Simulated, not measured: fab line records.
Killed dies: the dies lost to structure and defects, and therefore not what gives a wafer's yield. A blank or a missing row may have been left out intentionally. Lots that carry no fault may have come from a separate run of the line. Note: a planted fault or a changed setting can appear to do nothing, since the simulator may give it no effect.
fab line records    flow n5-finfet
record: lots: 7  wafers: 21
route steps=1938 shown MOL_CONTACT_COAG@567 BEOL_M0_SAQP@673 BEOL_M0_CUTY@705 BEOL_M0@715 BEOL_M1@794
start-h: the number of hours between the record's first day and the start of the first shown wafer of the lot    wait-h: hours since the lot's step before    " repeats the value in the row above    L1.1+2: a row that stands for several wafers    - either no value or no given start    * or withheld: withheld    < > ~ a bound
route shown NAME@n: NAME is a module with steps in the file, n the number in the route of the first one    usual: average and standard deviation across the fault-free wafers    same: alike in all rows    chamber/n: place in a boat    sites: each site's reading    _std_site: standard deviation of those values    _edge_site: outer sites' mean less inner sites'    radius-mm: for every site, how far away it sits from the centre of the wafer    mask NAME#n: copy n    behind: the last tool/chamber to shape the wafer    hold: cause of the lot's hold/its duration in hours/its outcome    device: names the non-switching transistor (n, p or np)    end of line: at the end of the route, the tests of the same wafers    a step with no rows: only its recipe    killed: the dies lost at the first sort to structure and to defects; this is not the yield of the wafer    map: shows each die of a wafer: x if killed, . if not, _ if none is there
set.NAME: the setting that was run; set.NAME@STEP: the one run at that earlier step    model.NAME: the simulator's own value behind a step, which no gauge read
lots run with intentionally changed settings; tables by step, rows by wafer
== steps ==
step: N5_MOL_CONTACT_COAG_COAT_78
recipe: resist: CAR-EUV  spin-rpm: 1500  resist-thk-nm: 40
lot.wafer   tool            chamber  start-h  wait-h  set.spin-rpm  model.CAR-EUV_of_MOL_CONTACT_COAG_COAT_78.thk-nm
L074.1+3+4  litho-track-05  0        -        -       1500          39.8
L078.1      litho-track-04  0        -        -       1613          38.4
L078.2      "               0        "        "       1500          40
L078.5      "               0        "        "       1500          39.8
L079.1+3    litho-track-04  0        -        -       1642          38.4
L079.4      "               0        "        "       1500          40.2
L084.1      litho-track-02  0        -        -       1570          39
L084.2+4    "               0        "        "       1500          40
L085.3      litho-track-02  0        -        -       1500          40.2
L085.4+5    "               0        "        "       1588          39
L086.1+3    litho-track-05  0        -        -       1574          39.2
L086.5      "               0        "        "       1500          40.2
L089.3+6    litho-track-05  0        -        -       1626          38.4
L089.5      "               0        "        "       1500          39.8
step: N5_MOL_CONTACT_COAG_EBR_80
recipe: solvent: PGMEA  ebr-width-mm: 1.5
step: N5_MOL_CONTACT_COAG_SOFTBAKE_79
recipe: temp-c: 110  time-s: 60  resist: CAR-EUV
step: N5_MOL_CONTACT_COAG_EXPOSE_81
recipe: mask-id: VG  na: 0.33  source-shape: annular  sigma-inner: 0.3  sigma-outer: 0.7  polarization: unpolarized  defocus-nm: 0  dose-mj: 59.5
step: N5_MOL_CONTACT_COAG_PEB_82
recipe: peb-temp-c: 100  peb-time-s: 60  resist: CAR-EUV
step: N5_MOL_CONTACT_COAG_DEVELOP_83
recipe: develop-time-s: 30  developer: TMAH  resist: CAR-EUV  rinse-liquid: surfactant-rinse  dry: air-spin  dev-temp-c: 23
lot.wafer  tool            chamber  start-h  wait-h  set.spin-rpm@MOL_CONTACT_COAG_COAT_78  model.CAR-EUV_of_MOL_CONTACT_COAG_COAT_78.thk-nm
L074.1+3   litho-track-02  0        -        -       1500                                   39.4
L074.4     "               0        "        "       1500                                   39.2
L078.1     litho-track-04  0        -        -       1613                                   38
L078.2+5   "               0        "        "       1500                                   39.4
L079.1+3   litho-track-05  0        -        -       1642                                   37.8
L079.4     "               0        "        "       1500                                   39.6
L084.1     litho-track-02  0        -        -       1570                                   38.6
L084.2+4   "               0        "        "       1500                                   39.4
L085.3     litho-track-02  0        -        -       1500                                   39.8
L085.4     "               0        "        "       1588                                   38.4
L085.5     "               0        "        "       1588                                   38.6
L086.1     litho-track-04  0        -        -       1574                                   38.6
L086.3     "               0        "        "       1574                                   38.8
L086.5     "               0        "        "       1500                                   39.6
L089.3+6   litho-track-05  0        -        -       1626                                   38
L089.5     "               0        "        "       1500                                   39.4
step: N5_MOL_CONTACT_COAG_ETCHBACK_135
recipe: chemistry: CHF3  target: SiO2  target-depth-a: 250  time-s: 16.7  ion-energy-ev: 200  pressure-mtorr: 30  source-w: 610  bias-w: 170  Ar_flow_sccm: 200  CHF3_flow_sccm: 50
step: N5_MOL_CONTACT_COAG_STRIP_118
recipe: chemistry: CHF3  resist: SiARC  rf-frequency-hz: 6e+07
step: N5_MOL_CONTACT_COAG_VIA_ETCH_46
recipe: chemistry: C4F6/O2  target-depth-a: 460  overetch-a: 92  mask-material: SOC  target: SiO2  bias-w: 455  pressure-mtorr: 10  time-s: 40  source-w: 325  Ar_flow_sccm: 300  C4F6_flow_sccm: 10  O2_flow_sccm: 10  ion-energy-ev: 575.3  ends: end-point
lot.wafer  tool         chamber  start-h  wait-h  set.temp-c@MOL_CONTACT_COAG_PECVD_31  model.etch.depth-nm
L074.1     rie-diel-01  2        96.25    0.0     400                                   44.56
L074.3     "            0        "        "       400                                   45.56
L074.4     "            1        "        "       400                                   46.67
L078.1     rie-diel-03  2        121.43   0.0     400                                   45.21
L078.2     "            1        "        "       409.8                                 43.36
L078.5     "            0        "        "       400                                   46.46
L079.1+4   rie-diel-06  1,0      124.23   0.0     400                                   46.57
L079.3     "            3        "        "       400                                   46.05
L084.1     rie-diel-06  3        160.51   0.0     405.2                                 44.19
L084.2     "            1        "        "       405.2                                 44
L084.4     "            0        "        "       405.2                                 44.25
L085.3     rie-diel-06  0        168.50   0.0     400                                   45.33
L085.4     "            3        "        "       392.6                                 48.33
L085.5     "            1        "        "       400                                   46.86
L086.1     rie-diel-06  0        171.88   0.0     400                                   45.36
L086.3     "            1        "        "       414.7                                 40.78
L086.5     "            3        "        "       400                                   45.39
L089.3     rie-diel-01  0        193.06   0.0     400                                   44.91
L089.5     "            3        "        "       400                                   45.81
L089.6     "            2        "        "       400                                   46.13
step: N5_MOL_CONTACT_COAG_EXPOSE_37
recipe: mask-id: VD  na: 0.33  source-shape: annular  sigma-inner: 0.3  sigma-outer: 0.7  polarization: unpolarized  defocus-nm: 0  dose-mj: 62
lot.wafer   tool            chamber  start-h  wait-h  mask  set.dose-mj
L074.1+3+4  euv-scanner-02  0        96.76    -       VD#0  62
L078.1+2    euv-scanner-02  0        121.94   -       VD#0  63.36
L078.5      "               0        "        "       VD#0  62
L079.1+4    euv-scanner-01  0        124.87   -       VD#0  62
L079.3      "               0        "        "       VD#0  57.93
L084.1+2+4  euv-scanner-02  0        161.15   -       VD#0  62
L085.3      euv-scanner-02  0        169.03   -       VD#0  62
L085.4+5    "               0        "        "       VD#0  57.65
L086.1      euv-scanner-01  0        172.51   -       VD#0  64.01
L086.3+5    "               0        "        "       VD#0  62
L089.3+5+6  euv-scanner-01  0        193.71   -       VD#0  60.64
step: N5_MOL_CONTACT_COAG_PEB_38
recipe: peb-temp-c: 100  peb-time-s: 60  resist: CAR-EUV
step: N5_MOL_CONTACT_COAG_DEVELOP_39
recipe: develop-time-s: 30  developer: TMAH  resist: CAR-EUV  rinse-liquid: surfactant-rinse  dry: air-spin  dev-temp-c: 23
step: N5_MOL_CONTACT_COAG_CD_MEAS_40
recipe: target-cd-nm: 25.1  landing-energy-ev: 500  detector: se-inlens  polarity: opening
usual: cd-nm: 25.09/0.25
lot.wafer  tool       chamber  start-h  wait-h  set.dose-mj@MOL_CONTACT_COAG_EXPOSE_37  cd-nm
L074.1     cd-sem-02  0        96.91    -       62                                      24.73
L074.3     "          0        "        "       62                                      25.05
L074.4     "          0        "        "       62                                      25.04
L078.1     cd-sem-03  0        122.08   -       63.36                                   25.68
L078.2     "          0        "        "       63.36                                   25.55
L078.5     "          0        "        "       62                                      25.02
L079.1     cd-sem-02  0        125.02   -       62                                      25.30
L079.3     "          0        "        "       57.93                                   23.93
L079.4     "          0        "        "       62                                      25.09
L084.1     cd-sem-02  0        161.29   -       62                                      25.16
L084.2     "          0        "        "       62                                      24.86
L084.4     "          0        "        "       62                                      24.96
L085.3     cd-sem-03  0        169.16   -       62                                      25.26
L085.4     "          0        "        "       57.65                                   24.03
L085.5     "          0        "        "       57.65                                   23.94
L086.1     cd-sem-01  0        172.65   -       64.01                                   26.06
L086.3     "          0        "        "       62                                      25.15
L086.5     "          0        "        "       62                                      24.95
L089.3     cd-sem-03  0        193.84   -       60.64                                   24.67
L089.5     "          0        "        "       60.64                                   24.71
L089.6     "          0        "        "       60.64                                   24.81
step: N5_MOL_CONTACT_COAG_ALD_133
recipe: material: SiO2  target-thk-a: 50  temp-c: 100  ald-precursor-family: BDEAS  ald-co-reactant: O2-plasma  pulse-time-s: 1  co-reactant-pulse-time-s: 1  purge-time-s: 2  co-reactant-purge-time-s: 2  ald-cycles: 35  pressure-torr: 2
lot.wafer   tool        chamber  start-h  wait-h  set.ald-cycles  model.SiO2_of_MOL_CONTACT_COAG_ALD_133.thk-nm
L074.1+3+4  ald-sin-01  0,1,2    97.39    0.3     35              5
L078.1+5    ald-sin-01  2,0      122.34   0.1     35              5
L078.2      "           3        "        "       32              4.6
L079.1+3    ald-sin-04  3,2      125.40   0.2     35              5
L079.4      "           1        "        "       31              4.4
L084.1+2+4  ald-sin-04  1,2,3    161.91   0.1     35              5
L085.3+4+5  ald-sin-03  0,2,0    169.64   0.3     35              5
L086.1+5    ald-sin-04  1,0      172.91   0.1     38              5.4
L086.3      "           3        "        "       35              5
L089.3+5    ald-sin-03  3,1      194.35   0.2     31              4.4
L089.6      "           0        "        "       35              5
step: N5_MOL_CONTACT_COAG_ETCHBACK_134
recipe: chemistry: CHF3  target: SiO2  target-depth-a: 100  time-s: 6.7  ion-energy-ev: 200  pressure-mtorr: 30  source-w: 610  bias-w: 170  Ar_flow_sccm: 200  CHF3_flow_sccm: 50
step: N5_MOL_CONTACT_COAG_ETCH_67
recipe: chemistry: N2/H2  target: SOC  target-depth-a: 600  overetch-a: 210  mask-material: SiARC  temp-c: 40  time-s: 101.2  ion-energy-ev: 200  pressure-mtorr: 30  source-w: 840  bias-w: 150  n2-flow-sccm: 200  h2-flow-sccm: 200
step: N5_MOL_CONTACT_COAG_PRECLEAN_138
recipe: chemistry: alkaline-clean  temp-c: 60  time-s: 60  do-ppb: 50
step: N5_MOL_CONTACT_COAG_SRD_139
recipe: dry: ipa-marangoni  time-s: 30  temp-c: 23  rinse-liquid: diw
step: N5_MOL_CONTACT_COAG_CD_MEAS_101
recipe: target-cd-nm: 16
usual: cd-nm: 15.9/0.35
lot.wafer  tool       chamber  start-h  wait-h  set.dose-mj@MOL_CONTACT_COAG_EXPOSE_37  cd-nm
L074.1     cd-sem-01  -        98.30    0.0     62                                      15.7
L074.3     "          -        "        "       62                                      16.3
L074.4     "          -        "        "       62                                      15.9
L078.1     cd-sem-03  -        123.03   0.0     63.36                                   16.4
L078.2     "          -        "        "       63.36                                   16.5
L078.5     "          -        "        "       62                                      15.5
L079.1     cd-sem-03  -        126.09   0.0     62                                      16.3
L079.3     "          -        "        "       57.93                                   14.6
L079.4     "          -        "        "       62                                      15.9
L084.1     cd-sem-03  -        162.60   0.0     62                                      15.6
L084.2     "          -        "        "       62                                      15.7
L084.4     "          -        "        "       62                                      15.7
L085.3     cd-sem-03  -        170.34   0.0     62                                      16.5
L085.4     "          -        "        "       57.65                                   14.2
L085.5     "          -        "        "       57.65                                   14.2
L086.1     cd-sem-02  -        173.60   0.0     64.01                                   16.6
L086.3     "          -        "        "       62                                      16.0
L086.5     "          -        "        "       62                                      16.0
L089.3     cd-sem-03  -        195.04   0.0     60.64                                   15.0
L089.5     "          -        "        "       60.64                                   15.1
L089.6     "          -        "        "       60.64                                   15.6
step: N5_BEOL_M0_SAQP_ETCH_107
recipe: chemistry: CH3F/O2  target: SiNx  target-depth-a: 300  mask-material: SOC  pressure-mtorr: 30  source-w: 395  bias-w: 73  Ar_flow_sccm: 150  CH3F_flow_sccm: 30  O2_flow_sccm: 20  ion-energy-ev: 120
usual: rf-vpp-V: 296/4.3
lot.wafer  tool         chamber  start-h  wait-h  set.source-w  rf-vpp-V
L074.1     rie-diel-05  1        109.20   0.0     395           289
L074.3     "            2        "        "       395           290
L074.4     "            1        "        "       395           289
L078.1     rie-diel-04  0        130.64   0.0     395           300
L078.2     "            2        "        "       395           296
L078.5     "            1        "        "       355.3         319
L079.1     rie-diel-05  3        136.29   0.0     347           313
L079.3     "            1        "        "       395           288
L079.4     "            2        "        "       395           291
L084.1     rie-diel-02  3        174.15   0.0     395           294
L084.2     "            2        "        "       395           298
L084.4     "            0        "        "       375.1         308
L085.3     rie-diel-05  2        177.97   0.0     373           298
L085.4     "            3        "        "       395           293
L085.5     "            1        "        "       373           296
L086.1     rie-diel-02  3        186.97   0.0     369           302
L086.3     "            1        "        "       369           308
L086.5     "            2        "        "       369           307
L089.3     rie-diel-05  3        205.39   0.0     395           295
L089.5     "            1        "        "       395           288
L089.6     "            0        "        "       395           298
step: N5_BEOL_M0_SAQP_SPACER2_ALD_26
recipe: material: SiO2  target-thk-a: 150  temp-c: 300  ald-precursor-family: BDEAS  ald-co-reactant: O2-plasma  pulse-time-s: 1  purge-time-s: 2  co-reactant-purge-time-s: 2  pressure-torr: 2
lot.wafer   tool        chamber  start-h  wait-h  set.target-thk-a  model.SiO2_of_BEOL_M0_SAQP_SPACER2_ALD_26.thk-nm
L074.1+3+4  ald-sin-02  1,3,0    110.48   1.1     150               15
L078.1      ald-sin-03  0        131.26   0.2     150               15
L078.2+5    "           3,1      "        "       138.7             13.8
L079.1+3    ald-sin-03  1,2      136.53   0.1     150               15
L079.4      "           0        "        "       134.3             13.4
L084.1+2    ald-sin-01  3,2      174.39   0.1     150               15
L084.4      "           0        "        "       166.2             16.6
L085.3+4+5  ald-sin-03  3,1,1    178.21   0.1     150               15
L086.1      ald-sin-03  0        188.69   1.6     133.1             13.2
L086.3      "           3        "        "       133.1             13.4
L086.5      "           0        "        "       150               15
L089.3      ald-sin-02  3        205.68   0.1     150               15.2
L089.5      "           1        "        "       150               15
L089.6      "           2        "        "       141.3             14.2
step: N5_BEOL_M0_SAQP_SPACER2_ETCHBACK_27
recipe: chemistry: CHF3/O2  mode: anisotropic-etchback  target: SiO2  target-depth-a: 225  time-s: 11.25  pressure-mtorr: 30  source-w: 650  bias-w: 170  Ar_flow_sccm: 200  CHF3_flow_sccm: 50  O2_flow_sccm: 5  ion-energy-ev: 200
step: N5_BEOL_M0_SAQP_MANDREL2_REMOVE_110
recipe: chemistry: HBr/Cl2/O2  bt-time-s: 10  target: a-Si  stop-on: SiCN  endpoint: OES-SiCl  over-etch-frac: 1  icp-w: 600  bias-w: 30  HBr_flow_sccm: 150  Cl2_flow_sccm: 80  O2_flow_sccm: 5  pressure-mtorr: 10
lot.wafer   tool       chamber  start-h  wait-h  set.target-thk-a@BEOL_M0_SAQP_SPACER2_ALD_26  model.BEOL_M0_SAQP.cd-nm
L074.1+4    rie-si-06  3,0      111.12   0.1     150                                           14.8
L074.3      "          1        "        "       150                                           15
L078.1      rie-si-04  0        131.90   0.1     150                                           15
L078.2      "          3        "        "       138.7                                         13.6
L078.5      "          2        "        "       138.7                                         13.8
L079.1+3    rie-si-04  3,1      137.17   0.1     150                                           15
L079.4      "          2        "        "       134.3                                         13.6
L084.1      rie-si-06  3        175.03   0.1     150                                           14.8
L084.2      "          2        "        "       150                                           15
L084.4      "          1        "        "       166.2                                         16.6
L085.3+4+5  rie-si-06  0,1,1    178.88   0.1     150                                           14.8
L086.1      rie-si-05  0        189.33   0.1     133.1                                         13.2
L086.3      "          1        "        "       133.1                                         13.6
L086.5      "          3        "        "       150                                           15
L089.3      rie-si-06  0        206.36   0.1     150                                           14.8
L089.5      "          2        "        "       150                                           15
L089.6      "          0        "        "       141.3                                         14.2
step: N5_BEOL_M0_SAQP_CD_MEAS_29
recipe: target-cd-nm: 14.4  landing-energy-ev: 1000  detector: se-inlens
usual: cd-nm: 14.96/0.23
lot.wafer  tool       chamber  start-h  wait-h  set.target-thk-a@BEOL_M0_SAQP_SPACER2_ALD_26  cd-nm
L074.1     cd-sem-03  0        111.23   0.1     150                                           15.11
L074.3     "          0        "        "       150                                           15.13
L074.4     "          0        "        "       150                                           14.66
L078.1     cd-sem-01  0        132.01   0.1     150                                           15.07
L078.2     "          0        "        "       138.7                                         13.28
L078.5     "          0        "        "       138.7                                         13.95
L079.1     cd-sem-03  0        137.28   0.1     150                                           14.93
L079.3     "          0        "        "       150                                           15.31
L079.4     "          0        "        "       134.3                                         13.29
L084.1     cd-sem-03  0        175.14   0.1     150                                           14.93
L084.2     "          0        "        "       150                                           14.82
L084.4     "          0        "        "       166.2                                         16.38
L085.3     cd-sem-03  0        178.99   0.1     150                                           14.74
L085.4     "          0        "        "       150                                           15.09
L085.5     "          0        "        "       150                                           14.48
L086.1     cd-sem-02  0        189.44   0.1     133.1                                         13.44
L086.3     "          0        "        "       133.1                                         13.26
L086.5     "          0        "        "       150                                           15.11
L089.3     cd-sem-03  0        206.47   0.1     150                                           15.02
L089.5     "          0        "        "       150                                           14.64
L089.6     "          0        "        "       141.3                                         14.23
step: N5_BEOL_M0_SAQP_ETCH_88
recipe: chemistry: N2/H2  target: underlayer  target-depth-a: 65  time-s: 5.2  ion-energy-ev: 200  mask-material: CAR-EUV  pressure-mtorr: 30  source-w: 840  bias-w: 150  n2-flow-sccm: 200  h2-flow-sccm: 200  ends: cleared
usual: etch-rf-on-time-s: 5.21/0.092  rf-vpp-V: 523.9/2.3
lot.wafer  tool         chamber  start-h  wait-h  set.source-w  etch-rf-on-time-s  rf-vpp-V
L074.1     rie-diel-04  3        111.70   0.0     840           5.18               522.5
L074.3     "            0        "        "       840           5.28               521.4
L074.4     "            1        "        "       840           5.31               524.7
L078.1     rie-diel-05  1        132.48   0.0     963.1         4.72               503.3
L078.2     "            3        "        "       840           5.08               519.5
L078.5     "            2        "        "       963.1         4.71               503.7
L079.1     rie-diel-04  1        137.74   0.0     890.9         5.00               514.0
L079.3     "            3        "        "       840           5.15               524.2
L079.4     "            2        "        "       890.9         4.89               512.5
L084.1     rie-diel-02  1        175.84   0.0     840           5.16               520.2
L084.2     "            0        "        "       937.8         4.76               502.8
L084.4     "            3        "        "       840           5.23               522.4
L085.3     rie-diel-02  2        179.58   0.0     840           5.21               526.2
L085.4     "            1        "        "       840           5.20               520.1
L085.5     "            3        "        "       730.4         5.87               549.0
L086.1     rie-diel-04  2        190.39   0.0     840           5.21               521.4
L086.3     "            1        "        "       840           5.29               527.3
L086.5     "            1        "        "       840           5.30               525.5
L089.3     rie-diel-05  0        207.06   0.0     700.4         5.88               557.8
L089.5     "            3        "        "       840           5.08               521.1
L089.6     "            2        "        "       840           5.29               526.5
step: N5_BEOL_M0_CUTY_EXPOSE_54
recipe: mask-id: M0_ABLK  na: 1.35  source-shape: conventional  sigma-outer: 0.8  polarization: unpolarized  dose-mj: 36
lot.wafer   tool             chamber  start-h  wait-h  mask       set.dose-mj
L074.1+3+4  arfi-scanner-03  0        112.84   -       M0_ABLK#0  36
L078.1+5    arfi-scanner-01  0        133.77   -       M0_ABLK#0  36
L078.2      "                0        "        "       M0_ABLK#0  34.21
L079.1      arfi-scanner-02  0        139.20   -       M0_ABLK#0  33.61
L079.3+4    "                0        "        "       M0_ABLK#0  36
L084.1      arfi-scanner-01  0        176.88   -       M0_ABLK#0  34.13
L084.2+4    "                0        "        "       M0_ABLK#0  36
L085.3+4    arfi-scanner-01  0        180.61   -       M0_ABLK#0  36
L085.5      "                0        "        "       M0_ABLK#0  33.79
L086.1+3+5  arfi-scanner-03  0        192.08   -       M0_ABLK#0  36
L089.3+5    arfi-scanner-02  0        208.26   -       M0_ABLK#0  34.99
L089.6      "                0        "        "       M0_ABLK#0  36
step: N5_BEOL_M0_CUTY_PEB_55
recipe: peb-temp-c: 110  peb-time-s: 60  resist: CAR-ArF-block
step: N5_BEOL_M0_CUTY_DEVELOP_56
recipe: develop-time-s: 30  developer: TMAH  resist: CAR-ArF-block  rinse-liquid: diw  dry: air-spin  dev-temp-c: 23
step: N5_BEOL_M0_CUTY_CD_MEAS_57
recipe: target-cd-nm: 200  landing-energy-ev: 500  detector: se-inlens  polarity: line
usual: cd-nm: 200.0/0.88
lot.wafer  tool       chamber  start-h  wait-h  set.dose-mj@BEOL_M0_CUTY_EXPOSE_54  cd-nm
L074.1     cd-sem-03  0        112.97   -       36                                  199.7
L074.3     "          0        "        "       36                                  200.2
L074.4     "          0        "        "       36                                  199.1
L078.1     cd-sem-03  0        133.89   -       36                                  200.8
L078.2     "          0        "        "       34.21                               203.7
L078.5     "          0        "        "       36                                  200.3
L079.1     cd-sem-02  0        139.32   -       33.61                               204.6
L079.3     "          0        "        "       36                                  200.2
L079.4     "          0        "        "       36                                  201.5
L084.1     cd-sem-03  0        177.00   -       34.13                               202.6
L084.2     "          0        "        "       36                                  200.9
L084.4     "          0        "        "       36                                  200.8
L085.3     cd-sem-03  0        180.72   -       36                                  198.8
L085.4     "          0        "        "       36                                  198.7
L085.5     "          0        "        "       33.79                               204.6
L086.1     cd-sem-03  0        192.21   -       36                                  199.8
L086.3     "          0        "        "       36                                  200.4
L086.5     "          0        "        "       36                                  199.7
L089.3     cd-sem-03  0        208.38   -       34.99                               201.2
L089.5     "          0        "        "       34.99                               201.3
L089.6     "          0        "        "       36                                  200.1
step: N5_BEOL_M0_CUTY_STRIP_64
recipe: chemistry: N2/H2  temp-c: 40  n2-flow-sccm: 200  h2-flow-sccm: 200  rf-frequency-hz: 6e+07
step: N5_BEOL_M0_ETCH_138
recipe: chemistry: CH3F/O2  target-depth-a: 120  target: SiCN  time-s: 31.6  ion-energy-ev: 120  pressure-mtorr: 30  source-w: 395  bias-w: 75  Ar_flow_sccm: 150  CH3F_flow_sccm: 30  O2_flow_sccm: 20  ends: cleared
step: N5_BEOL_M0_HM_OPEN_105
recipe: chemistry: Cl2/BCl3  target-depth-a: 120  target: TiN  ion-energy-ev: 150  pressure-mtorr: 10  icp-w: 1000  bias-w: 126  Cl2_flow_sccm: 53.25  bcl3-flow-sccm: 21.75  Ar_flow_sccm: 25
lot.wafer  tool          chamber  start-h  wait-h  set.target-thk-a@BEOL_M0_SAQP_SPACER2_ALD_26  model.SiO2_of_BEOL_M0_SAQP_SPACER2_ALD_26.thk-nm
L074.1     rie-metal-01  1        113.56   0.1     150                                           3
L074.3     "             1        "        "       150                                           2.8
L074.4     "             0        "        "       150                                           2.4
L078.1     rie-metal-01  0        134.30   0.1     150                                           2.8
L078.2+5   "             1        "        "       138.7                                         1.8
L079.1     rie-metal-03  1        139.86   0.1     150                                           2.6
L079.3     "             0        "        "       150                                           2.8
L079.4     "             1        "        "       134.3                                         1.8
L084.1     rie-metal-03  0        177.60   0.3     150                                           2.6
L084.2     "             1        "        "       150                                           2.8
L084.4     "             1        "        "       166.2                                         4.4
L085.3+5   rie-metal-01  0,1      181.53   0.4     150                                           3
L085.4     "             1        "        "       150                                           2.8
L086.1+3   rie-metal-03  0,1      193.51   1.0     133.1                                         1.6
L086.5     "             0        "        "       150                                           2.8
L089.3+5   rie-metal-02  1        211.74   3.0     150                                           2.8
L089.6     "             0        "        "       141.3                                         2
step: N5_BEOL_M1_ETCH_70
recipe: chemistry: N2/H2  target: SOC  target-depth-a: 800  overetch-a: 160  mask-material: SiARC  temp-c: 40  time-s: 120  ion-energy-ev: 200  pressure-mtorr: 30  source-w: 840  bias-w: 150  n2-flow-sccm: 200  h2-flow-sccm: 200
lot.wafer   tool         chamber  start-h  wait-h  set.time-s  model.SiARC_of_BEOL_M1_COAT_68.thk-nm
L074.1+4    rie-diel-04  1,2      121.04   0.0     120         6.4
L074.3      "            3        "        "       120         6.2
L078.1      rie-diel-02  1        142.02   0.0     110.6       6.8
L078.2      "            2        "        "       120         6.4
L078.5      "            1        "        "       120         6.2
L079.1+3    rie-diel-04  2,0      147.93   0.0     120         6.4
L079.4      "            1        "        "       127.7       6.2
L084.1+4    rie-diel-04  0        185.82   0.0     120         6.4
L084.2      "            3        "        "       120         6.2
L085.3      rie-diel-05  3        193.71   0.0     120         6.4
L085.4      "            1        "        "       120         6.6
L085.5      "            1        "        "       120         6.8
L086.1      rie-diel-02  2        201.10   0.0     94.03       7.6
L086.3      "            3        "        "       120         6.6
L086.5      "            2        "        "       120         6.4
L089.3+5+6  rie-diel-02  3,0,3    219.63   0.0     112.1       6.8
== key ==
split: step: N5_MOL_CONTACT_COAG_COAT_78  setting: spin-rpm  stated: 1500  by: wafer
response: step: N5_MOL_CONTACT_COAG_COAT_78  reading: model.CAR-EUV_of_MOL_CONTACT_COAG_COAT_78.thk-nm  change: -0.191  per: 1%  r: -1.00
response: step: N5_MOL_CONTACT_COAG_DEVELOP_83  reading: model.CAR-EUV_of_MOL_CONTACT_COAG_COAT_78.thk-nm  change: -0.185  per: 1%  r: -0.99
split: step: N5_MOL_CONTACT_COAG_EXPOSE_37  setting: dose-mj  stated: 62  by: wafer
response: step: N5_MOL_CONTACT_COAG_CD_MEAS_40  reading: cd-nm  change: +0.202  per: 1%  r: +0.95
response: step: N5_MOL_CONTACT_COAG_CD_MEAS_101  reading: cd-nm  change: +0.275  per: 1%  r: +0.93
split: step: N5_MOL_CONTACT_COAG_ALD_133  setting: ald-cycles  stated: 35  by: wafer
response: step: N5_MOL_CONTACT_COAG_ALD_133  reading: model.SiO2_of_MOL_CONTACT_COAG_ALD_133.thk-nm  change: +0.0504  per: 1%  r: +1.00
split: step: N5_BEOL_M0_SAQP_ETCH_107  setting: source-w  stated: 395  by: wafer
response: step: N5_BEOL_M0_SAQP_ETCH_107  reading: rf-vpp-V  change: -1.92  per: 1%  r: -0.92
split: step: N5_BEOL_M0_SAQP_SPACER2_ALD_26  setting: target-thk-a  stated: 150  by: wafer
response: step: N5_BEOL_M0_SAQP_SPACER2_ALD_26  reading: model.SiO2_of_BEOL_M0_SAQP_SPACER2_ALD_26.thk-nm  change: +0.152  per: 1%  r: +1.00
response: step: N5_BEOL_M0_SAQP_MANDREL2_REMOVE_110  reading: model.BEOL_M0_SAQP.cd-nm  change: +0.146  per: 1%  r: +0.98
response: step: N5_BEOL_M0_SAQP_CD_MEAS_29  reading: cd-nm  change: +0.157  per: 1%  r: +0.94
response: step: N5_BEOL_M0_HM_OPEN_105  reading: model.SiO2_of_BEOL_M0_SAQP_SPACER2_ALD_26.thk-nm  change: +0.121  per: 1%  r: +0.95
split: step: N5_BEOL_M0_SAQP_ETCH_88  setting: source-w  stated: 840  by: wafer
response: step: N5_BEOL_M0_SAQP_ETCH_88  reading: etch-rf-on-time-s  change: *  per: 1%  r: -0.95
response: step: N5_BEOL_M0_SAQP_ETCH_88  reading: rf-vpp-V  change: -1.7  per: 1%  r: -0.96
split: step: N5_BEOL_M0_CUTY_EXPOSE_54  setting: dose-mj  stated: 36  by: wafer
response: step: N5_BEOL_M0_CUTY_CD_MEAS_57  reading: cd-nm  change: -0.634  per: 1%  r: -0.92
split: step: N5_BEOL_M1_ETCH_70  setting: time-s  stated: 120  by: wafer
response: step: N5_BEOL_M1_ETCH_70  reading: model.SiARC_of_BEOL_M1_COAT_68.thk-nm  change: -0.0508  per: 1%  r: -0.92
split outside-this-file step=N5_MOL_CONTACT_COAG_PECVD_31 setting=temp-c
split outside-this-file: this setting was split too, and the file shows its column; the key of that split is in another file
